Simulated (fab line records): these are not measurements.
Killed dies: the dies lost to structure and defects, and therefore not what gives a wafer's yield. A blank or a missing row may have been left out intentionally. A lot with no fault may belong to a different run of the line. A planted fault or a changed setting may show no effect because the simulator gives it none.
Problem report in the 8D (eight disciplines) form, filled by code | flow n5_finfet | the parts of the form that need people (team, actions taken, sign-off) are left out

## 1. WHAT IS WRONG
A mean of 96.31 W is read at N5_BEOL_M0_SAQP_MANDREL_ETCH_20 for bias_w, taken on 1 wafer of 1 lot, against 75.01 W (standard deviation 0.22) on wafers free of any fault. That is +97 standard deviations from the usual mean.
The step: etches a-Si in HBr/Cl2, stops on SiNx, target depth 60 nm, bt time 10 s, time 30 s.
Seen first at day 7 21:21 on rie_si-01, wafer L585.5. The record holds 15 wafers of 5 lots with a number at this step. Rule for "out" (also "out of limits"): further than 4 standard deviations from the usual mean. The rest of the wafers with a number are treated as sound.

## 2. WHAT IT IS AND WHAT IT IS NOT
question                    | is               | is not
which readings at this step | bias_w           | drypump_motor_current_A, oes_product_au, throttle_valve_pct
which lots                  | L585             | L578, L592, L596, L598
which wafers of those lots  | L585.5           | L585.1, L585.3
read on which tools         | rie_si-01        | rie_si-02, rie_si-05
when                        | from day 7 21:21 | up to then (5 sound wafers); but 9 sound wafers of L592, L596, L598 came after

## 3. SUSPECTS, AND WHAT RULES EACH OUT
Counting: a tool at a process step up to the reading stays a suspect if it ran every lot that is out. Sound lots after the first of them don't rule it out here, since some wafers of a struck lot are sound.
- rie_diel-02 at N5_BEOL_M0_SAQP_ETCH_83 (etches SiARC in CF4, target depth 39 nm, time 65 s): kept. It ran the lot that is out, L585 (day 7 21:07).
- rie_diel-02 at N5_BEOL_M0_SAQP_ETCH_84 (etches SOC in N2/H2, target depth 100 nm, overetch 20 nm, time 150 s): kept. It ran the lot that is out, L585 (day 7 21:10).
- rie_diel-02 at N5_BEOL_M0_SAQP_HM_OPEN_112 (chemistry CHF3/O2, target SiO2, stops on a-Si, target depth 12 nm, time 13.5 s): kept. It ran the lot that is out, L585 (day 7 21:16).
- rie_si-01 at N5_BEOL_M0_SAQP_MANDREL_ETCH_20 (etches a-Si in HBr/Cl2, stops on SiNx, target depth 60 nm, bt time 10 s, time 30 s): kept. L585, the lot that is out, went through it at day 7 21:21; up to then, the latest sound lot through it was L578 at day 6 06:52. On those wafers its own readings are out: bias_w.
- Within rie_diel-02 at N5_BEOL_M0_SAQP_ETCH_83: the wafers that are out ran in chamber 1; their sound lot-mates ran in chambers 0, 2.
- Within rie_diel-02 at N5_BEOL_M0_SAQP_ETCH_84: the wafers that are out ran in chamber 1; their sound lot-mates ran in chambers 0, 2.
- Within rie_diel-02 at N5_BEOL_M0_SAQP_HM_OPEN_112: the wafers that are out ran in chamber 1; their sound lot-mates ran in chambers 0, 2.
- Within rie_si-01 at N5_BEOL_M0_SAQP_MANDREL_ETCH_20: the wafers that are out ran in chamber 1; their sound lot-mates ran in chambers 2, 3.
Left after counting: rie_diel-02 at N5_BEOL_M0_SAQP_ETCH_83, rie_diel-02 at N5_BEOL_M0_SAQP_ETCH_84, rie_diel-02 at N5_BEOL_M0_SAQP_HM_OPEN_112, rie_si-01 at N5_BEOL_M0_SAQP_MANDREL_ETCH_20.

## 4. THE CAUSE (what the simulator had put in)
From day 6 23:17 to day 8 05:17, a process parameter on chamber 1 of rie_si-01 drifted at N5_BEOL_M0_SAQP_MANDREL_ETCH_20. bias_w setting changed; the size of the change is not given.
Of the 4 suspects that counting leaves, this tool is one.

## 5. THE EFFECT CHAIN, in route order
Each row: a reading whose mean over the struck wafers that have a number lies more than 3 standard deviations from the usual. Scope: only readings with a usual standard deviation given in the record; hours: median across lots of the time from each lot's start at the first step in this table that gives one to its start at this step; sigmas: change in usual standard deviations.
hours | step                            | reading | usual   | on struck wafers | change | sigmas
0     | N5_BEOL_M0_SAQP_MANDREL_ETCH_20 | bias_w  | 75.01 W | 96.31            | +21.30 | +97
Process steps it contains:
- N5_BEOL_M0_SAQP_MANDREL_ETCH_20: etches a-Si in HBr/Cl2, stops on SiNx, target depth 60 nm, bt time 10 s, time 30 s.
At these later measuring or inspecting steps, every struck wafer for which the step has a row has a number for every such reading, and none has moved that far: N5_BEOL_M0_SAQP_CD_MEAS_25, N5_BEOL_M4_RC_MEAS_101.

## 6. WHAT WOULD HAVE CAUGHT IT SOONER
The fault began at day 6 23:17; the first out-of-limits reading in this record came at day 7 21:21, 22 hours later.
